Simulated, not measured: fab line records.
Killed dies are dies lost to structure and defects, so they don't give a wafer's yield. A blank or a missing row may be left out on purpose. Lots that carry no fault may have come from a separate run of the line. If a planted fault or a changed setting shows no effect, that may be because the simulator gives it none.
Which of the tools did it? -- flow nand harc -- 11 lots, 33 wafers sampled, at 3 steps of a route of 1159

WHAT THE GAUGES SHOWED, per wafer
NHARC_P_M1_CD_MEAS_09: the cd target is 130 nm.
lot,measured,on,cd nm (nm)
L077,day 6 16:18,cd sem-03,130.2 129.8 130.2
L075,day 6 21:52,cd sem-03,130.2 130.0 130.3
L079,day 7 06:07,cd sem-02,129.5 130.0 130.4
L082,day 7 17:38,cd sem-03,130.6 131.5 130.9
L084,day 8 05:19,cd sem-02,129.8 129.4 129.2
L086,day 9 09:41,cd sem-03,130.3 130.2 130.9
L089,day 9 16:32,cd sem-02,130.9 130.3 130.7
L090,day 9 23:58,cd sem-02,130.0 129.9 130.6
L091,day 10 07:16,cd sem-01,130.2 130.1 129.3
L094,day 10 22:07,cd sem-02,130.2 130.4 130.5
L096,day 11 15:13,cd sem-01,130.6 131.0 130.4

WHICH TOOL RAN EACH LOT (tool, then ch and the chambers of the sampled wafers, then the start)
lot,NHARC_P_GATE_HM_OPEN_105,NHARC_P_CONTACT_DESCUM_17
L077,"rie diel-04 ch 0,1,2, day 6 07:07 or earlier","rie diel-09 ch 0,3, day 6 07:07"
L075,"rie diel-08 ch 2,3, day 6 12:49 or earlier","rie diel-09 ch 0,3, day 6 12:49"
L079,"rie diel-08 ch 1,3, day 6 22:04 or earlier","rie diel-09 ch 2,3, day 6 22:04"
L082,"rie diel-07 ch 1,3, day 7 08:28 or earlier","rie diel-06 ch 2,3, day 7 08:28"
L084,"rie diel-04 ch 1,2, day 7 18:29 or earlier","rie diel-09 ch 1,2, day 7 18:29"
L086,"rie diel-07 ch 0,1,3, day 8 22:52 or earlier","rie diel-06 ch 0,1,2, day 8 22:52"
L089,"rie diel-08 ch 1,3, day 9 06:47 or earlier","rie diel-06 ch 1,3, day 9 06:47"
L090,"rie diel-08 ch 0,1,3, day 9 13:13 or earlier","rie diel-06 ch 1,3, day 9 13:13"
L091,"rie diel-07 ch 0,2, day 9 20:16 or earlier","rie diel-06 ch 0,1, day 9 20:16"
L094,"rie diel-07 ch 1,2,3, day 10 13:55 or earlier","rie diel-09 ch 0,1, day 10 13:55"
L096,"rie diel-07 ch 0,1,2, day 11 05:35 or earlier","rie diel-01 ch 0,1, day 11 05:35"
- NHARC_P_GATE_HM_OPEN_105: chemistry O2/COS, target depth 360 nm.
- NHARC_P_CONTACT_DESCUM_17: chemistry O2, time 3 s.

THE ANSWER, worked out from the rows above alone
Rule: the usual values come from the lots themselves. The widest of any qualifying gaps counts: lots, ordered by their means at a reading, are off when they make up no more than a third of the lots, leave a main group of 4 or more, and stand apart from it by 3 or more times the standard deviation of that group's means. A main group whose means are all the same, to the digits that the tables above print for the reading, isn't used. A lot without any number at a reading at which 4 lots or more have one is off too. The other lots that the step has rows for count as sound.
Nothing can be told from this: no lot is off at any reading shown.

WHAT THE SIMULATOR HAD PUT IN
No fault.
